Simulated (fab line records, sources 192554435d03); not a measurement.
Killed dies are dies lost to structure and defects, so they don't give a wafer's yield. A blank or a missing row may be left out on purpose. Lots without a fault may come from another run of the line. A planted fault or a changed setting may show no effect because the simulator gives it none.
A struck lot beside a sound one | flow n5_finfet | 15 steps out of a route of 1938
Sound: wafers L597.2, L597.3, L597.5. Struck: wafer L595.3. (L595.4, L595.6 of the same lot were not struck and are left out.) The cause comes at the end.
At each step with rows: each side's tool, then ch and its chambers, then its first start. Under that, the readings that differ: sound wafers | struck wafers | difference of the means | sigmas: that difference in standard deviations of wafers without a fault.
alike: readings whose means differ by less than 2 such deviations, and words and numbers that are the same on both sides. not compared: withheld readings, readings that some wafer has no value for, bounds like >300 that may hide the same value, and numbers for which the record gives no deviation and whose values overlap.
The two part at a step that has a row with sigmas, a row that says differs or no value, or rows on one side only. Numbers that don't overlap but have no deviation are shown without sigmas and don't part them. A reading that every wafer of one side lacks parts them only if that side has two wafers or more.

first, 8 steps without rows for these wafers: N5_BEOL_M5_COAT_60 (time 60 s, resist thk 12 nm); N5_BEOL_M5_COAT_71 (time 60 s, resist thk 5 nm); N5_BEOL_M5_COAT_05 (resist thk 30 nm); N5_BEOL_M5_EBR_07; N5_BEOL_M5_SOFTBAKE_06 (time 60 s); N5_BEOL_M5_EXPOSE_08 (exposes mask M5, target cd 28 nm); N5_BEOL_M5_PEB_09 (peb time 60 s); N5_BEOL_M5_DEVELOP_10 (develop time 30 s).
N5_BEOL_M5_CD_MEAS_11: target cd 27.74 nm.
  sound on cd_sem-02 ch 0, day 13 07:37; struck on cd_sem-02 ch 0, day 13 06:56
  alike: cd_nm
N5_BEOL_M5_OVL_MEAS_12:
  sound on overlay-02 ch 0, day 13 07:39; struck on overlay-02 ch 0, day 13 06:59
  alike: M5_OVL
N5_BEOL_M5_INSPECT_13: inspects for defects (brightfield).
  sound on defect_inspect-01, day 13 07:42; struck on defect_inspect-02, day 13 07:02
  alike: raw_defect_count
N5_BEOL_M5_DESCUM_16: chemistry O2, time 7 s.
  sound on rie_diel-04 ch 0,3, day 13 07:44; struck on rie_diel-06 ch 2, day 13 07:05
  alike: chamber_pressure_mTorr, drypump_motor_current_A, oes_product_au, rf_vpp_V, showerhead_plenum_p_Torr, throttle_valve_pct
  not compared: rf_hours_counter_h
N5_BEOL_M5_ETCH_72: etches underlayer in N2/H2, target depth 6.5 nm, time 5.2 s.
  sound on rie_diel-04 ch 0,3, day 13 07:46; struck on rie_diel-06 ch 2, day 13 07:08
  reading               | sound             | struck | difference | sigmas
  bias_w (W)            | 149.5 150.5 149.8 | 122.9  | -27.0      | -60
  etch_rf_on_time_s (s) | 5.26 5.21 5.19    | 5.73   | +0.51      | +3
  rf_vpp_V (V)          | 522.4 521.2 521.5 | 458.8  | -62.9      | -25
  alike: chamber_pressure_mTorr, drypump_motor_current_A, oes_product_au, showerhead_plenum_p_Torr, throttle_valve_pct
  not compared: rf_hours_counter_h
N5_BEOL_M5_ETCH_61: etches SiARC in CF4, target depth 15.6 nm, time 26 s.
  sound on rie_diel-04 ch 0,3, day 13 07:47; struck on rie_diel-06 ch 2, day 13 07:08
  alike: bias_w, cf4_flow_sccm, chamber_pressure_mTorr, drypump_motor_current_A, etch_rf_on_time_s, mfc_ar_sccm, oes_product_au, rf_vpp_V, showerhead_plenum_p_Torr, throttle_valve_pct
  not compared: rf_hours_counter_h
-- the record jumps here: 5 days lie between the struck wafers' starts before and after (it left off in module BEOL_M5 and takes up again in module PASSIVATION, whose first step shown is number 1936 of the route) --
N5_PASSIVATION_PROBE_49:
  sound on prober-01, day 17 19:56; struck on prober-02, day 17 23:14
  reading              | sound       | struck | difference | sigmas
  killed_open          | 60 52 47    | 80     | +27        | +2
  sort_bin_8_speed (%) | 0 0.08 0.08 | 0      | +0         | -4
  alike: defect_limited_yield, killed_at_M0_to_M3, killed_at_M4_up, killed_at_contacts, killed_at_front_end, killed_at_other, killed_dies, killed_short, sort_bin_5_function, sort_bin_6_memory, sort_n_pass, sort_yield_pct

WHERE THEY PART
First at N5_BEOL_M5_ETCH_72; last, within this record, at N5_PASSIVATION_PROBE_49.

WHY: what the simulator had put in
Process parameter drift: rie_diel-06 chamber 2, from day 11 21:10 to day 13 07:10, at N5_BEOL_M5_ETCH_72. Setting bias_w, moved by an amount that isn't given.
